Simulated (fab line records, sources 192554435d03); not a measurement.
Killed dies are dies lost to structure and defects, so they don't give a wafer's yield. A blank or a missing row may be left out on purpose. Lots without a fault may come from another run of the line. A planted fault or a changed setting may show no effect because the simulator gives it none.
fab line records | flow n5_finfet
record lots=7 wafers=19 last_day=18
route steps=1938 shown BEOL_M14@1746 BEOL_M15@1830 PASSIVATION@1936
lots that met no fault: from a run of the same line without faults
start_h: hours from the record's first day to the start of the lot's first wafer shown | wait_h: hours since the lot's step before | " the same as in the row above | L1.1+2: a row that stands for several wafers | - no value, or no start given | * or withheld: withheld | < > ~ a bound
route shown NAME@n: a module of which the file shows steps, and the number in the route of the first | usual: mean/standard deviation of fault-free wafers | same: alike in all rows | chamber/n: place in a boat | sites: the reading at each site | _std_site: their standard deviation | _edge_site: outer sites' mean less inner sites' | radius_mm: how far each site lies from the wafer's centre | mask NAME#n: copy n | behind: the tool/chamber that last shaped the wafer | hold: why the lot was held/for how many hours/how that ended | device: the transistor (n, p or np) that didn't switch | end of line: the same wafers' tests at the end of the route | a step without rows: its recipe alone | killed: dies lost to structure and defects at the first sort, not the wafer's yield | map: a wafer's dies, x killed, . not, _ none there
set.NAME: the setting as run; set.NAME@STEP: as run at that earlier step | model.NAME: the simulator's own value behind a step, which no gauge read
steps of the route over a sample of lots; a table a step, a row a wafer
services: from which hour (start_h, from the record's first day; less than 0 if before it) a tool's chamber was out of use, for how many hours, and why
## steps
# step N5_BEOL_M14_CD_MEAS_28
# recipe target_cd_nm=284.4 landing_energy_ev=500 detector=se_inlens
# usual cd_nm=283.9/1.3
# columns lot.wafer tool chamber start_h wait_h cd_nm
L587.3 cd_sem-01 0 257.45 - 285.2
L587.4 " 0 " " 284.1
L587.6 " 0 " " 284.0
L588.4 cd_sem-03 0 273.35 - 284.3
L588.5 " 0 " " 284.5
L588.6 " 0 " " 285.3
L593.4 cd_sem-02 0 302.96 - 285.3
L593.5 " 0 " " 286.1
L598.4 cd_sem-01 0 341.25 - 285.5
L598.5 " 0 " " 285.7
L603.3 cd_sem-03 0 371.66 - 283.6
L603.5 " 0 " " 281.6
L603.6 " 0 " " 282.9
L606.1 cd_sem-03 0 391.43 - 283.6
L606.2 " 0 " " 283.2
L606.4 " 0 " " 283.3
L607.2 cd_sem-01 0 405.31 - 283.2
L607.4 " 0 " " 282.5
L607.5 " 0 " " 281.5
# step N5_BEOL_M14_DESCUM_33
# recipe chemistry=O2 time_s=7.9 source_power_w=50 bias_power_w=20 pressure_mtorr=20 rf_frequency_hz=2.712e+07 temp_c=40 o2_flow_sccm=225
# usual drypump_motor_current_A=5.5/0.35 oes_product_au=0.80/0.067 rf_vpp_V=243.3/1.4 showerhead_plenum_p_Torr=2.10/0.069 throttle_valve_pct=20.4/0.31
# columns lot.wafer tool chamber start_h wait_h drypump_motor_current_A oes_product_au rf_hours_counter_h rf_vpp_V showerhead_plenum_p_Torr throttle_valve_pct
L587.3 rie_diel-04 3 257.59 0.1 5.5 0.85 63 243.7 2.12 19.9
L587.4 " 1 " " 5.7 0.89 32 245.5 2.13 20.3
L587.6 " 2 " " 5.7 0.81 - 243.7 2.11 19.9
L588.4 rie_diel-04 2 273.44 0.0 5.7 0.81 80 244.0 2.11 19.9
L588.5 " 2 " " 5.7 0.81 - 244.0 2.11 19.9
L588.6 " 3 " " 5.5 0.84 - 242.1 2.12 20.0
L593.4 rie_diel-04 2 303.05 0.0 5.7 0.80 89 243.3 2.11 19.9
L593.5 " 1 " " 5.7 0.86 - 243.4 2.13 20.3
L598.4 rie_diel-04 0 341.34 0.0 5.4 0.76 118 244.8 2.20 20.9
L598.5 " 3 " " 5.5 0.82 - 243.5 2.11 20.0
L603.3 rie_diel-06 3 371.78 0.1 6.5 0.91 17 243.0 2.13 20.3
L603.5 " 3 " " 6.5 0.92 - 244.1 2.13 20.3
L603.6 " 0 " " 5.5 0.69 - 243.0 2.06 20.4
L606.1 rie_diel-03 2 391.90 0.4 5.7 0.80 99 246.3 2.20 20.1
L606.2 " 1 " " 5.6 0.85 55 242.1 2.05 20.3
L606.4 " 3 " " 5.7 0.86 69 244.1 2.12 20.7
L607.2 rie_diel-06 2 405.40 0.0 5.0 0.74 175 241.9 1.99 20.7
L607.4 " 3 " " 6.5 0.90 30 245.8 2.12 20.3
L607.5 " 1 " " 5.3 0.69 - 241.2 1.98 20.9
# step N5_BEOL_M14_TRENCH_ETCH_34
# recipe chemistry=C4F8/O2/Ar target=SiO2 target_depth_a=5566.5 mask_material=SOC he_inner_torr=15 he_outer_torr=30 time_s=126.9 ion_energy_ev=800 pressure_mtorr=20 source_w=1905 bias_w=2040 Ar_flow_sccm=400 C4F8_flow_sccm=16 O2_flow_sccm=12
# usual O2_flow_sccm=12.00/0.034 drypump_motor_current_A=5.5/0.36 oes_product_au=0.80/0.067 rf_vpp_V=2222/21 showerhead_plenum_p_Torr=3.45/0.1 throttle_valve_pct=30.87/0.3
# columns lot.wafer tool chamber start_h wait_h O2_flow_sccm drypump_motor_current_A oes_product_au rf_hours_counter_h rf_vpp_V showerhead_plenum_p_Torr throttle_valve_pct
L587.3 rie_diel-04 3 258.05 0.0 12.03 5.5 0.86 63 2219 3.48 30.41
L587.4 " 1 " " 12.05 5.8 0.90 32 2227 3.51 30.86
L587.6 " 2 " " 11.95 5.7 0.82 - 2226 3.48 30.44
L588.4 rie_diel-04 2 273.89 0.0 11.99 5.7 0.81 80 2227 3.48 30.48
L588.5 " 2 " " 12.01 5.7 0.81 - 2226 3.48 30.44
L588.6 " 3 " " 11.96 5.5 0.84 - 2218 3.48 30.41
L593.4 rie_diel-04 2 303.50 0.0 11.94 5.7 0.67 90 2224 3.47 30.29
L593.5 " 1 " " 11.95 5.8 0.87 - 2227 3.50 30.86
L598.4 rie_diel-04 0 341.79 0.0 12.00 5.4 0.65 119 2222 3.58 31.04
L598.5 " 3 " " 11.98 5.5 0.83 - 2217 3.47 30.42
L603.3 rie_diel-06 3 372.23 0.0 12.00 6.5 0.94 18 2246 3.51 30.96
L603.5 " 3 " " 12.04 6.5 0.93 - 2245 3.51 30.95
L603.6 " 0 " " 11.97 5.5 0.69 - 2195 3.39 30.71
L606.1 rie_diel-03 2 392.35 0.0 11.95 5.7 0.78 100 2263 3.61 30.63
L606.2 " 1 " " 12.03 5.6 0.83 55 2239 3.37 30.72
L606.4 " 3 " " 11.98 5.7 0.86 69 2237 3.48 31.25
L607.2 rie_diel-06 2 405.86 0.0 12.00 5.0 0.74 175 2208 3.31 31.31
L607.4 " 3 " " 11.99 6.5 0.91 30 2244 3.50 30.97
L607.5 " 1 " " 12.07 5.3 0.70 - 2195 3.26 31.27
# step N5_BEOL_M14_OCD_MEAS_35
# usual trench_depth_nm=557/8.6
# columns lot.wafer tool chamber start_h wait_h trench_depth_nm
L587.3 ocd-01 - 258.21 0.0 567
L587.4 " - " " 568
L587.6 " - " " 562
L588.4 ocd-01 - 274.05 0.0 556
L588.5 " - " " 552
L588.6 " - " " 562
L593.4 ocd-01 - 303.66 0.0 414
L593.5 " - " " 560
L598.4 ocd-01 - 341.95 0.0 420
L598.5 " - " " 566
L603.3 ocd-02 - 372.39 0.0 573
L603.5 " - " " 575
L603.6 " - " " 549
L606.1 ocd-02 - 392.51 0.0 544
L606.2 " - " " 552
L606.4 " - " " 556
L607.2 ocd-01 - 406.01 0.0 558
L607.4 " - " " 576
L607.5 " - " " 565
# step N5_BEOL_M14_SPUTTER_43
# recipe material=TaN target_thk_a=150 temp_c=50 bias_v=168.6 power_w=15000 chamber_pressure_pa=0.12 time_s=24.19
# usual cathode_dc_power_W=15000/2.7 throttle_valve_pct=30.2/1.4
# columns lot.wafer tool chamber start_h wait_h cathode_dc_power_W throttle_valve_pct
L587.3 pvd_sputter-02 - 259.02 0.0 15002 30.5
L587.4 " - " " 14999 33.1
L587.6 " - " " 14997 28.0
L588.4 pvd_sputter-03 - 276.65 0.0 15002 30.6
L588.5 " - " " 15000 30.0
L588.6 " - " " 14998 30.4
L593.4 pvd_sputter-02 - 306.14 0.0 14999 30.4
L593.5 " - " " 14999 30.4
L598.4 pvd_sputter-01 - 344.70 0.0 15002 30.8
L598.5 " - " " 15007 29.4
L603.3 pvd_sputter-03 - 375.73 0.0 14999 30.0
L603.5 " - " " 14995 30.4
L603.6 " - " " 14998 30.0
L606.1 pvd_sputter-02 - 395.58 0.0 14998 28.0
L606.2 " - " " 15003 30.1
L606.4 " - " " 15001 30.4
L607.2 pvd_sputter-03 - 408.53 0.0 14998 28.9
L607.4 " - " " 14997 30.3
L607.5 " - " " 15001 28.6
# step N5_BEOL_M14_THK_MEAS_50
# recipe thk_meas_gauge=xrf reads=Cu_of_BEOL_M14_ECD_47
# usual M14_THK=552/11
# columns lot.wafer tool chamber start_h wait_h M14_THK[nm]
L587.3 film_metro-02 - 260.43 - 567
L587.4 " - " " 569
L587.6 " - " " 564
L588.4 film_metro-02 - 277.71 - 553
L588.5 " - " " 550
L588.6 " - " " 559
L593.4 film_metro-02 - 307.20 - 420
L593.5 " - " " 563
L598.4 film_metro-01 - 345.77 - 415
L598.5 " - " " 554
L603.3 film_metro-02 - 376.90 - 569
L603.5 " - " " 569
L603.6 " - " " 545
L606.1 film_metro-02 - 396.64 - 548
L606.2 " - " " 558
L606.4 " - " " 558
L607.2 film_metro-01 - 409.63 - 550
L607.4 " - " " 567
L607.5 " - " " 558
# step N5_BEOL_M14_RS_MEAS_54
# recipe thk_meas_gauge=four-point-probe reads=Cu_of_BEOL_M14_ECD_47+Ta_of_BEOL_M14_SPUTTER_44+TaN_of_BEOL_M14_SPUTTER_43
# usual M14_RS=0.0331/0.00053
# columns lot.wafer tool chamber start_h wait_h M14_RS[ohm/sq]
L587.3 film_metro-01 - 260.56 0.1 0.0326
L587.4 " - " " 0.0325
L587.6 " - " " 0.0328
L588.4 film_metro-01 - 277.84 0.0 0.0331
L588.5 " - " " 0.0335
L588.6 " - " " 0.0328
L593.4 film_metro-02 - 307.33 0.0 0.0446
L593.5 " - " " 0.0328
L598.4 film_metro-01 - 345.89 0.0 0.0442
L598.5 " - " " 0.0327
L603.3 film_metro-02 - 377.03 0.1 0.0322
L603.5 " - " " 0.0321
L603.6 " - " " 0.0336
L606.1 film_metro-02 - 396.77 0.0 0.0339
L606.2 " - " " 0.0333
L606.4 " - " " 0.0331
L607.2 film_metro-01 - 409.76 0.1 0.0331
L607.4 " - " " 0.0320
L607.5 " - " " 0.0327
# step N5_BEOL_M15_RC_MEAS_101
# usual COMB_M10=1.47e-11/2.8e-12 COMB_M11=1.42e-11/2.7e-12 COMB_M12=6.4e-12/1.4e-12 COMB_M13=5.3e-12/1.3e-12 COMB_M13_max_site=7.4e-12/1.9e-12 COMB_M15=2.6e-12/6.2e-13 COMB_M5=3.7e-11/7.2e-12 COMB_M6=2.6e-11/6.1e-12 COMB_M7=2.6e-11/5.7e-12 COMB_M8=2.7e-11/5.1e-12 COMB_M9=1.42e-11/2.7e-12 COMB_M9_max_site=2.1e-11/4e-12 SERP_M10=3.05/0.061 SERP_M11=3.05/0.063 SERP_M12=0.640/0.011 SERP_M13=0.306/0.0053 SERP_M14=0.161/0.0033 SERP_M14_max_site=0.162/0.0033 SERP_M5=38.8/1.6 SERP_M6=13.7/0.35 SERP_M7=13.6/0.42 SERP_M8=13.8/0.51 SERP_M9=3.06/0.07
# columns lot.wafer tool chamber start_h wait_h COMB_M10[S/m] COMB_M11[S/m] COMB_M12[S/m] COMB_M13[S/m] COMB_M13_max_site[S/m] COMB_M15[S/m] COMB_M5[S/m] COMB_M6[S/m] COMB_M7[S/m] COMB_M8[S/m] COMB_M9[S/m] COMB_M9_max_site[S/m] SERP_M10[ohm/um] SERP_M11[ohm/um] SERP_M12[ohm/um] SERP_M13[ohm/um] SERP_M14[ohm/um] SERP_M14_max_site[ohm/um] SERP_M5[ohm/um] SERP_M6[ohm/um] SERP_M7[ohm/um] SERP_M8[ohm/um] SERP_M9[ohm/um]
L587.3 prober-02 0 267.15 0.3 1.46e-11 1.38e-11 7.1e-12 4.6e-12 6e-12 2.7e-12 3.7e-11 1.9e-11 3.3e-11 2.8e-11 1.75e-11 2.2e-11 3.07 2.93 0.653 0.298 0.156 0.158 39.9 14.1 13.0 13.5 3.07
L587.4 " 0 " " 1.34e-11 1.54e-11 6.4e-12 5.9e-12 6.3e-12 2.7e-12 4.8e-11 1.8e-11 3.5e-11 2.8e-11 1.73e-11 2.1e-11 3.14 3.00 0.628 0.300 0.156 0.158 38.3 13.4 13.7 13.3 3.10
L587.6 " 0 " " 1.61e-11 1.44e-11 4.5e-12 7.1e-12 9.1e-12 2.5e-12 4.6e-11 3e-11 2.6e-11 3.3e-11 1.38e-11 1.6e-11 3.04 2.95 0.653 0.297 0.158 0.159 38.5 13.5 13.3 13.5 3.16
L588.4 prober-01 0 284.05 0.5 1.65e-11 1.54e-11 5.4e-12 5.7e-12 7.2e-12 2.3e-12 3.6e-11 3.3e-11 2.5e-11 2.3e-11 1.14e-11 1.6e-11 3.00 2.98 0.635 0.306 0.161 0.162 37.9 13.9 13.9 13.2 3.03
L588.5 " 0 " " 1.91e-11 1.62e-11 4e-12 3.6e-12 6.8e-12 2.4e-12 3.1e-11 2.7e-11 2.2e-11 2.3e-11 1.33e-11 2.2e-11 3.01 3.16 0.647 0.303 0.161 0.162 37.1 13.9 14.0 13.0 3.07
L588.6 " 0 " " 1.35e-11 1.78e-11 6.2e-12 3.9e-12 6e-12 2.1e-12 3.7e-11 2e-11 2.9e-11 2.8e-11 1.75e-11 2.7e-11 3.02 3.10 0.637 0.299 0.157 0.159 36.3 14.0 13.4 13.2 3.00
L593.4 prober-01 0 312.83 0.5 1.61e-11 1.17e-11 6.7e-12 4.9e-12 7.7e-12 2.3e-12 4.8e-11 3.5e-11 1.5e-11 2.6e-11 9e-12 1.3e-11 3.07 3.14 0.647 0.310 0.218 0.218 41.6 13.6 13.2 13.6 3.09
L593.5 " 0 " " 1.58e-11 1.41e-11 7.5e-12 6.7e-12 8.3e-12 1.6e-12 3.5e-11 2.8e-11 2e-11 2.3e-11 1.06e-11 1.7e-11 3.08 3.03 0.668 0.310 0.157 0.158 42.5 14.5 12.6 13.8 3.06
L598.4 prober-02 0 353.56 0.5 2.11e-11 1.65e-11 5.4e-12 7.5e-12 9e-12 2.1e-12 2.9e-11 1.8e-11 2.7e-11 1.8e-11 1.23e-11 2e-11 3.12 3.07 0.648 0.303 0.215 0.220 41.3 14.2 13.6 14.2 3.11
L598.5 " 0 " " 1.7e-11 1.14e-11 6.2e-12 5.4e-12 8.6e-12 2.2e-12 4e-11 1.8e-11 1.9e-11 3.3e-11 2.04e-11 2.4e-11 3.10 2.98 0.652 0.307 0.156 0.157 38.9 14.8 13.0 13.9 3.08
L603.3 prober-02 0 383.43 0.3 1.54e-11 1.47e-11 6.1e-12 4.8e-12 5.9e-12 2.9e-12 3.5e-11 2.9e-11 3.4e-11 2.9e-11 1.66e-11 1.8e-11 3.03 2.96 0.643 0.306 0.156 0.158 40.1 13.2 13.6 14.2 3.04
L603.5 " 0 " " 1.2e-11 1.58e-11 6.4e-12 4.7e-12 5.6e-12 3.1e-12 4.4e-11 3.4e-11 2e-11 2.8e-11 1.34e-11 1.8e-11 3.11 3.05 0.646 0.306 0.158 0.159 39.5 13.4 14.4 14.4 2.98
L603.6 " 0 " " 1.15e-11 1.74e-11 7.3e-12 4.6e-12 7e-12 2.7e-12 2.6e-11 3.5e-11 2.3e-11 2.4e-11 1.35e-11 2e-11 2.99 3.03 0.644 0.301 0.164 0.167 38.7 13.6 13.8 14.8 3.07
L606.1 prober-01 0 404.16 0.0 1.7e-11 1.58e-11 5.3e-12 3.5e-12 5.7e-12 2.1e-12 4.9e-11 2.3e-11 1.6e-11 1.9e-11 1.87e-11 2.6e-11 3.03 3.11 0.651 0.305 0.166 0.168 40.9 14.2 14.4 13.7 3.12
L606.2 " 0 " " 1.6e-11 2.08e-11 7.9e-12 4e-12 4.7e-12 1.4e-12 5.2e-11 2.5e-11 2.9e-11 3.4e-11 1.56e-11 2.9e-11 3.04 3.14 0.654 0.315 0.161 0.163 41.3 13.8 13.5 13.4 3.02
L606.4 " 0 " " 1.45e-11 1.17e-11 5.8e-12 1.9e-12 4.2e-12 1.7e-12 3.1e-11 2.4e-11 3e-11 2.3e-11 1.78e-11 2.2e-11 2.99 3.12 0.649 0.306 0.159 0.160 40.2 13.7 13.7 13.6 3.05
L607.2 prober-02 0 416.98 0.2 1.41e-11 1.47e-11 4.9e-12 4.8e-12 7.9e-12 2.9e-12 3.5e-11 3.8e-11 2.9e-11 2.5e-11 1.2e-11 2.4e-11 3.07 3.03 0.638 0.307 0.163 0.165 38.8 13.9 13.6 13.7 3.06
L607.4 " 0 " " 1.1e-11 1.61e-11 6.1e-12 4.6e-12 5.8e-12 3.5e-12 3.8e-11 3e-11 3.3e-11 2.4e-11 1.33e-11 1.7e-11 3.09 3.09 0.641 0.304 0.157 0.159 36.9 13.8 13.4 13.2 3.16
L607.5 " 0 " " 1.3e-11 1.76e-11 7.6e-12 5.6e-12 7.5e-12 3e-12 2.8e-11 3.7e-11 3e-11 1.9e-11 1.63e-11 2.3e-11 3.09 3.03 0.640 0.301 0.161 0.162 36.1 13.5 13.1 13.3 3.02
# sites SERP_M14 radius_mm=0,75,75,75,75,140,140,140,140
L587.3 0.156 0.157 0.156 0.158 0.157 0.155 0.153 0.156 0.153
L588.4 0.161 0.159 0.161 0.162 0.158 0.161 0.161 0.161 0.161
L593.4 0.218 0.216 0.216 0.216 0.217 0.218 0.218 0.218 0.218
L598.4 0.215 0.213 0.213 0.215 0.213 0.220 0.219 0.217 0.218
L603.3 0.158 0.156 0.158 0.158 0.158 0.155 0.155 0.156 0.155
L606.1 0.166 0.168 0.166 0.168 0.167 0.165 0.165 0.165 0.163
L607.2 0.162 0.162 0.163 0.161 0.163 0.165 0.164 0.163 0.162
# step N5_PASSIVATION_PROBE_49
# usual defect_limited_yield=91.4/1.6 killed_at_M0_to_M3=34/12 killed_at_M4_up=13/5.2 killed_at_contacts=11/5.5 killed_at_front_end=40/13 killed_at_other=3.4/2.7 killed_dies=102/19 killed_open=66/15 killed_short=33/7.9 sort_bin_5_function=5.1/1.1 sort_bin_6_memory=3.2/0.7 sort_bin_8_speed=0/0 sort_n_pass=1078/19
# same gross_dies=1180 killed_at_back_side=0 sort_bin_4_leakage[%]=0
# columns lot.wafer tool chamber start_h wait_h defect_limited_yield[%] killed_at_M0_to_M3 killed_at_M4_up killed_at_contacts killed_at_front_end killed_at_other killed_dies killed_open killed_short sort_bin_5_function[%] sort_bin_6_memory[%] sort_bin_8_speed[%] sort_n_pass
L587.3 prober-01 - 281.98 0.1 90.8 32 17 13 40 7 109 73 36 4.9 3.9 0 1071
L587.4 prober-01 - 282.03 0.2 90.4 37 18 21 37 0 113 75 37 5.1 4.1 0 1067
L587.6 prober-01 - 282.13 0.3 89.9 51 15 20 28 5 119 85 34 6.2 3.7 0 1061
L588.4 prober-01 - 298.06 0.2 93.8 11 22 4 31 5 73 42 28 4.4 1.6 0 1107
L588.5 prober-01 - 298.11 0.2 94.4 16 15 3 29 3 66 41 22 3.2 2.4 0 1114
L588.6 prober-01 - 298.16 0.3 94.0 24 17 11 17 2 71 48 20 2.9 3.1 0 1109
L593.4 prober-02 - 328.15 0.2 92.9 30 7 10 33 4 84 55 27 4.0 2.9 0 1096
L593.5 prober-02 - 328.20 0.2 91.2 20 11 17 51 5 104 77 25 5.2 3.5 0 1076
L598.4 prober-02 - 370.19 0.2 89.9 47 26 8 30 8 119 82 35 5.8 3.9 0.17 1061
L598.5 prober-02 - 370.24 0.2 88.7 58 8 11 45 11 133 80 52 7.2 3.7 0 1047
L603.3 prober-02 - 398.37 0.1 89.3 60 15 12 37 2 126 78 44 6.8 3.2 0 1054
L603.5 prober-02 - 398.47 0.2 89.2 38 23 16 50 0 127 84 40 6.0 4.3 0 1053
L603.6 prober-02 - 398.52 0.3 87.1 43 17 12 79 1 152 109 36 8.1 4.4 0 1028
L606.1 prober-01 - 417.66 0.0 90.0 36 8 14 52 8 118 82 35 5.1 4.0 0 1062
L606.2 prober-01 - 417.71 0.1 91.0 25 16 13 45 7 106 70 35 4.7 4.2 0 1074
L606.4 prober-01 - 417.81 0.2 91.8 34 7 7 47 2 97 59 38 4.6 3.3 0 1083
L607.2 prober-01 - 431.13 0.1 92.6 36 14 5 26 6 87 54 31 3.9 3.1 0 1093
L607.4 prober-01 - 431.23 0.2 91.3 38 18 11 34 2 103 59 36 5.1 2.4 0 1077
L607.5 prober-01 - 431.28 0.2 91.8 28 16 22 23 8 97 60 34 5.5 2.1 0 1083
# killed by level:class
L587.3 STI_FIN_REVEAL:geometric_particle:open=14 BEOL_M4:geometric_particle:open=10 MOL_CONTACT_COAG:geometric_particle:open=8 BEOL_M2:geometric_particle:open=8 FIN_SAQP:geometric_particle:short=7 BEOL_M0_SAQP:geometric_particle:open=6 BEOL_M0_SAQP:geometric_particle:short=6 MOL_CONTACT_COAG:geometric_particle:short=5
L587.4 MOL_CONTACT_COAG:geometric_particle:open=16 STI_FIN_REVEAL:geometric_particle:open=15 BEOL_M4:geometric_particle:open=10 BEOL_M0_SAQP:geometric_particle:open=9 BEOL_M2:geometric_particle:open=8 BEOL_M0_SAQP:geometric_particle:short=7 STI_FIN_REVEAL:geometric_particle:short=5 MOL_CONTACT_COAG:geometric_particle:short=5
L587.6 MOL_CONTACT_COAG:geometric_particle:open=18 BEOL_M0_SAQP:geometric_particle:open=16 BEOL_M0_SAQP:geometric_particle:short=13 STI_FIN_REVEAL:geometric_particle:open=11 BEOL_M2:geometric_particle:open=9 BEOL_M4:geometric_particle:open=8 BEOL_M3:geometric_particle:open=6 STI_FIN_REVEAL:geometric_particle:short=4
L588.4 STI_FIN_REVEAL:geometric_particle:open=9 BEOL_M4:geometric_particle:open=8 GATE_CUT:geometric_particle:short=5 STI_FIN_REVEAL:geometric_particle:short=4 STARTING-WAFER:geometric_particle:short=4 GATE_CUT:geometric_particle:open=3 MOL_CONTACT_COAG:geometric_particle:open=3 BEOL_M0_SAQP:geometric_particle:short=3
L588.5 FIN_SAQP:geometric_particle:short=6 DUMMY_GATE:geometric_particle:open=6 BEOL_M1:geometric_particle:open=6 STI_FIN_REVEAL:geometric_particle:open=4 BEOL_M2:geometric_particle:open=4 BEOL_M4:geometric_particle:open=4 BEOL_M4:geometric_particle:short=4 GATE_CUT:geometric_particle:short=3
L588.6 MOL_CONTACT_COAG:geometric_particle:open=9 BEOL_M2:geometric_particle:open=6 BEOL_M0_SAQP:geometric_particle:open=5 BEOL_M2:geometric_particle:short=5 BEOL_M4:geometric_particle:open=5 BEOL_M0_SAQP:geometric_particle:short=4 BEOL_M1:geometric_particle:open=4 STARTING-WAFER:geometric_particle:open=3
L593.4 STI_FIN_REVEAL:geometric_particle:open=11 MOL_CONTACT_COAG:geometric_particle:open=9 BEOL_M0_SAQP:geometric_particle:open=8 GATE_CUT:geometric_particle:short=7 BEOL_M2:geometric_particle:open=7 FIN_SAQP:geometric_particle:short=4 BEOL_M1:geometric_particle:open=4 BEOL_M0_SAQP:geometric_particle:short=4
L593.5 MOL_CONTACT_COAG:geometric_particle:open=14 FIN_SAQP:geometric_particle:short=12 STI_FIN_REVEAL:geometric_particle:open=11 FIN_SAQP:geometric_particle:open=10 BEOL_M4:geometric_particle:open=6 BEOL_M1:geometric_particle:open=6 BEOL_M2:geometric_particle:open=6 DUMMY_GATE:geometric_particle:open=5
L598.4 BEOL_M4:geometric_particle:open=14 BEOL_M0_SAQP:geometric_particle:open=12 BEOL_M2:geometric_particle:open=11 BEOL_M3:geometric_particle:open=10 STI_FIN_REVEAL:geometric_particle:open=7 FIN_SAQP:geometric_particle:short=6 FIN_SAQP:geometric_particle:open=6 MOL_CONTACT_COAG:geometric_particle:open=6
L598.5 BEOL_M0_SAQP:geometric_particle:short=19 FIN_SAQP:geometric_particle:short=12 BEOL_M2:geometric_particle:open=11 STI_FIN_REVEAL:geometric_particle:open=10 MOL_CONTACT_COAG:geometric_particle:open=10 BEOL_M3:geometric_particle:open=10 FIN_SAQP:geometric_particle:open=6 BEOL_M0_SAQP:geometric_particle:open=6
L603.3 BEOL_M0_SAQP:geometric_particle:open=18 BEOL_M0_SAQP:geometric_particle:short=17 STI_FIN_REVEAL:geometric_particle:open=11 MOL_CONTACT_COAG:geometric_particle:open=11 BEOL_M2:geometric_particle:open=8 DUMMY_GATE:geometric_particle:open=7 BEOL_M4:geometric_particle:open=7 GATE_CUT:geometric_particle:short=6
L603.5 FIN_SAQP:geometric_particle:open=13 BEOL_M3:geometric_particle:open=11 MOL_CONTACT_COAG:geometric_particle:open=10 BEOL_M4:geometric_particle:open=9 BEOL_M0_SAQP:geometric_particle:open=8 BEOL_M0_SAQP:geometric_particle:short=7 FIN_SAQP:geometric_particle:short=6 GATE_CUT:geometric_particle:short=6
L603.6 STI_FIN_REVEAL:geometric_particle:open=39 BEOL_M0_SAQP:geometric_particle:open=14 MOL_CONTACT_COAG:geometric_particle:open=8 BEOL_M0_SAQP:geometric_particle:short=8 BEOL_M2:geometric_particle:open=8 BEOL_M4:geometric_particle:open=8 FIN_SAQP:geometric_particle:open=7 STI_FIN_REVEAL:geometric_particle:short=6
L606.1 MOL_CONTACT_COAG:geometric_particle:open=11 FIN_SAQP:geometric_particle:short=9 BEOL_M1:geometric_particle:open=9 BEOL_M2:geometric_particle:open=9 FIN_SAQP:geometric_particle:open=8 STI_FIN_REVEAL:geometric_particle:open=8 BEOL_M3:geometric_particle:open=8 DUMMY_GATE:geometric_particle:open=6
L606.2 FIN_SAQP:geometric_particle:short=10 MOL_CONTACT_COAG:geometric_particle:open=10 STI_FIN_REVEAL:geometric_particle:open=7 DUMMY_GATE:geometric_particle:open=7 BEOL_M3:geometric_particle:open=7 BEOL_M1:geometric_particle:open=6 FIN_SAQP:geometric_particle:open=4 BEOL_M0_SAQP:geometric_particle:short=4
L606.4 FIN_SAQP:geometric_particle:short=12 BEOL_M2:geometric_particle:open=10 FIN_SAQP:geometric_particle:open=8 STI_FIN_REVEAL:geometric_particle:open=8 BEOL_M0_SAQP:geometric_particle:short=7 BEOL_M1:geometric_particle:open=7 BEOL_M3:geometric_particle:open=5 MOL_CONTACT_COAG:geometric_particle:open=4
L607.2 BEOL_M3:geometric_particle:open=11 BEOL_M0_SAQP:geometric_particle:short=8 FIN_SAQP:geometric_particle:short=6 BEOL_M0_SAQP:geometric_particle:open=6 STI_FIN_REVEAL:geometric_particle:open=5 BEOL_M1:geometric_particle:open=5 BEOL_M4:geometric_particle:open=5 FIN_SAQP:geometric_particle:open=4
L607.4 BEOL_M0_SAQP:geometric_particle:short=15 MOL_CONTACT_COAG:geometric_particle:open=10 BEOL_M0_SAQP:geometric_particle:open=10 HKMG_FIN:area_etch=7 BEOL_M4:geometric_particle:open=6 FIN_SAQP:geometric_particle:short=5 BEOL_M3:geometric_particle:open=5 ILD0:geometric_particle:short=4
L607.5 MOL_CONTACT_COAG:geometric_particle:open=13 BEOL_M4:geometric_particle:open=12 BEOL_M0_SAQP:geometric_particle:short=11 MOL_CONTACT_COAG:geometric_particle:short=9 BEOL_M0_SAQP:geometric_particle:open=6 BEOL_M3:geometric_particle:open=5 GATE_CUT:geometric_particle:open=4 STARTING-WAFER:geometric_particle:short=3
## services
# columns tool chamber start_h hours kind
rie_diel-03 2 276.78 12.1 repair
rie_diel-06 3 311.90 - clean
rie_diel-06 3 311.90 - consumable_replace:focus_ring
rie_diel-06 3 311.90 18.8 scheduled_down
rie_diel-06 3 311.90 18.8 vent_cycle
rie_diel-03 1 329.69 7.5 repair
rie_diel-03 3 332.74 11.1 repair
pvd_sputter-02 - 335.43 2.0 repair
rie_diel-06 0 338.64 15.8 repair
rie_diel-03 - 344.70 2.8 pm
rie_diel-03 2 362.19 4.5 repair
rie_diel-06 0 372.36 - clean
rie_diel-06 0 372.36 - consumable_replace:focus_ring
rie_diel-04 1 374.84 12.1 repair
pvd_sputter-01 - 386.04 5.3 repair
rie_diel-04 2 388.69 8.6 repair
rie_diel-03 0 407.62 12.5 repair
## key
first_sign step=N5_BEOL_M14_OCD_MEAS_35 reading=trench_depth_nm direction=down sigmas=16 usual=557 struck=417
effect step=N5_BEOL_M14_THK_MEAS_50 reading=M14_THK direction=down sigmas=13 usual=552 struck=418
effect step=N5_BEOL_M14_RS_MEAS_54 reading=M14_RS direction=up sigmas=21 usual=0.0331 struck=0.0444
effect step=N5_BEOL_M15_RC_MEAS_101 reading=SERP_M14 direction=up sigmas=17 usual=0.161 struck=0.216
met_at N5_BEOL_M14_TRENCH_ETCH_34
struck_lots L593,L598
struck_wafers L593.4,L598.4
not_acting_at N5_BEOL_M14_CD_MEAS_28,N5_BEOL_M14_DESCUM_33,N5_BEOL_M14_SPUTTER_43
onset_between 273.89 303.50
fault kind=process_parameter_drift tool=rie_diel-04 chamber=- onset_h=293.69 steps=N5_BEOL_M14_TRENCH_ETCH_34 channel=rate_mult offset=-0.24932 shape=step end_h=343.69 scope=struck_wafers_only
